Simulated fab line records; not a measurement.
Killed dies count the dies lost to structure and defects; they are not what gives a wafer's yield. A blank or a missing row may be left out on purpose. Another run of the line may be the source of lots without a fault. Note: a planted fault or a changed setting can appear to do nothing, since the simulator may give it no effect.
Which tool is to blame?	flow nand harc	36 wafers sampled from 12 lots at 1 step of a route of 1159

WHAT EACH GAUGE READ, for each wafer
NHARC_A_CHANNEL_HOLE_D1_OVL_MEAS_11.
lot	measured	on	overlay x nm (nm)
L076	day 8 15:21	overlay-02	-0.7 -0.8 -0.6
L077	day 9 02:23	overlay-02	0.3 0.2 -0.3
L079	day 9 07:04	overlay-01	-0.9 -0.4 -0.3
L081	day 9 21:13	overlay-01	-1.4 -0.9 -1.0
L083	day 10 14:35	overlay-02	-0.4 -0.6 0.3
L084	day 11 05:57	overlay-02	0.1 -0.2 0.3
L086	day 11 12:18	overlay-01	1.8 1.8 1.5
L090	day 12 02:17	overlay-02	-0.8 -1.0 -1.1
L091	day 12 04:02	overlay-02	-0.5 -0.8 -0.6
L093	day 12 13:44	overlay-02	0.5 1.2 0.1
L095	day 13 10:05	overlay-02	-0.7 -0.2 -0.4
L096	day 13 12:06	overlay-01	-1.0 -0.4 -0.5

WHICH TOOL RAN EACH LOT (tool, then ch and the chambers of the sampled wafers, then the start)
The record shows no process step preceding these readings.

THE ANSWER, worked out from the rows above alone
Rule: usual is defined by the lots themselves. The widest of any qualifying gaps counts: lots, ordered by their means at a reading, are off when they make up no more than a third of the lots, leave a main group of 4 or more, and stand apart from it by 3 or more times the standard deviation of that group's means. A main group is skipped when, at the precision printed for the reading in the tables above, its means are all equal. Also off: a lot with no number at a reading for which 4 or more lots have one. The other lots that the step has rows for count as sound.
No lot is off at any reading shown: from this, nothing can be told.

WHAT THE SIMULATOR HAD PUT IN
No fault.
